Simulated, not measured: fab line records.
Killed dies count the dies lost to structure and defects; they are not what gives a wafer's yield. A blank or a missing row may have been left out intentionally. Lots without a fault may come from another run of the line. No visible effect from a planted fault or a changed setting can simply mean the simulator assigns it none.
Split-lot experiment	flow n5_finfet	on a route of 1938 steps: 7 lots, 21 wafers read

SPLIT DETAILS
At N5_SD_EPI_P_COAT_35 (time 60 s, resist thk 35 nm), the setting spin_rpm was moved away from the recipe's 1500 rpm on 5 of the 21 wafers read, by -6.7% to +4.9%. For the rest of the wafers, this setting stayed at what the recipe calls for.

FROM THE SPLIT TO THE READING: what the file shows between them, 5 steps
- N5_SD_EPI_P_PEB_07: peb time 60 s (also split here: peb_time_s)
- N5_SD_EPI_P_DEVELOP_08: develop time 30 s
- N5_SD_EPI_P_CD_MEAS_09: target cd 240 nm
- N5_SD_EPI_P_DESCUM_14: chemistry O2, time 7.9 s
- N5_SD_EPI_P_ETCH_36: etches SiARC in CF4, target depth 45.5 nm, time 75.8 s

THE READING
SiARC_of_SD_EPI_P_COAT_35.thk_nm (the simulator's own value, which no gauge read), in nm, at N5_SD_EPI_P_ETCH_37 (etches SOC in N2/H2, overetch 108 nm, time 486 s). No usual value for it is given in the file. Average 19.9 nm, standard deviation 0.23 nm, over the 16 wafers here run with the recipe.

wafer	tool, chamber at the split	spin_rpm as run, rpm	against the recipe	SiARC_of_SD_EPI_P_COAT_35.thk_nm, nm	against lot-mates on the recipe
L079.1	litho_track-02, 0	1500	recipe	19.6	-
L079.6	litho_track-02, 0	1500	recipe	19.6	-
L079.4	litho_track-02, 0	1500	recipe	20.2	-
L080.1	litho_track-02, 0	1500	recipe	19.8	-
L080.6	litho_track-02, 0	1500	recipe	19.8	-
L080.5	litho_track-02, 0	1500	recipe	20	-
L082.1	litho_track-03, 0	1500	recipe	20.2	-
L082.2	litho_track-03, 0	1500	recipe	20.2	-
L082.6	litho_track-03, 0	1561	+4.1%	19.4	-0.8
L084.2	litho_track-03, 0	1500	recipe	19.6	-
L084.3	litho_track-03, 0	1500	recipe	19.8	-
L084.4	litho_track-03, 0	1500	recipe	19.8	-
L087.1	litho_track-02, 0	1400	-6.7%	20.6	+0.9
L087.4	litho_track-02, 0	1500	recipe	19.6	-
L087.6	litho_track-02, 0	1500	recipe	19.8	-
L089.3	litho_track-02, 0	1573	+4.9%	19.4	-0.6
L089.4	litho_track-02, 0	1500	recipe	19.8	-
L089.5	litho_track-02, 0	1500	recipe	20.2	-
L095.1	litho_track-01, 0	1543	+2.9%	19.2	-0.4
L095.3	litho_track-01, 0	1543	+2.9%	19.4	-0.2
L095.6	litho_track-01, 0	1500	recipe	19.6	-

FIT RESULTS
A straight line over all 21 wafers: SiARC_of_SD_EPI_P_COAT_35.thk_nm changes by -0.119 nm for each +1% of spin_rpm; r = -0.77; the points scatter about the line by 0.23 nm.
The same after taking each lot's own level away (the mean of its wafers on the recipe; 21 wafers): -0.137 nm for each +1%; r = -0.89; scatter 0.16 nm.
That fit puts the effect of the largest move of spin_rpm on the reading at 0.92 nm.
The span of the lots' own levels, 19.60 to 20.20 nm, comes to 2.6 times the standard deviation stated above.
So the lot-to-lot level blurs the effect unless lot-mates are compared.
Check: with one of the wafers moved furthest among these (-6.7%) left out of the fit, the line predicts +0.936 nm for it against its lot-mates. It came out at +0.9 nm against them.

ADDITIONAL SPLITS CARRIED BY THESE WAFERS
These wafers also went through other splits before the reading. Each is held against what the fit with the lots' levels taken away leaves over:
other split on the same wafers	wafers away from the commonest value	r with SiARC_of_SD_EPI_P_COAT_35.thk_nm (lot level and that fit taken away)
N5_DUMMY_GATE_ETCH_37 source_w	4	+0.06
N5_SD_EPI_P_PEB_07 peb_time_s	6	-0.20

THE WHOLE CHAIN: every reading that the file lists as answering this split, in the file's order
step	what it does	reading	change (the file's fit)	r (the file's)
N5_SD_EPI_P_COAT_35	time 60 s, resist thk 35 nm	SiARC_of_SD_EPI_P_COAT_35.thk_nm (the simulator's own value, which no gauge read)	-0.166 nm for each +1% of the setting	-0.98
N5_SD_EPI_P_ETCH_36	etches SiARC in CF4, target depth 45.5 nm, time 75.8 s	etch.depth_nm (the simulator's own value, which no gauge read)	-0.16 nm for each +1% of the setting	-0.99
N5_SD_EPI_P_ETCH_37	etches SOC in N2/H2, overetch 108 nm, time 486 s	SiARC_of_SD_EPI_P_COAT_35.thk_nm (the simulator's own value, which no gauge read)	-0.14 nm for each +1% of the setting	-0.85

THE FILE'S OWN FIT
SiARC_of_SD_EPI_P_COAT_35.thk_nm changes by -0.14 nm for each +1% of spin_rpm, r = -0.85.
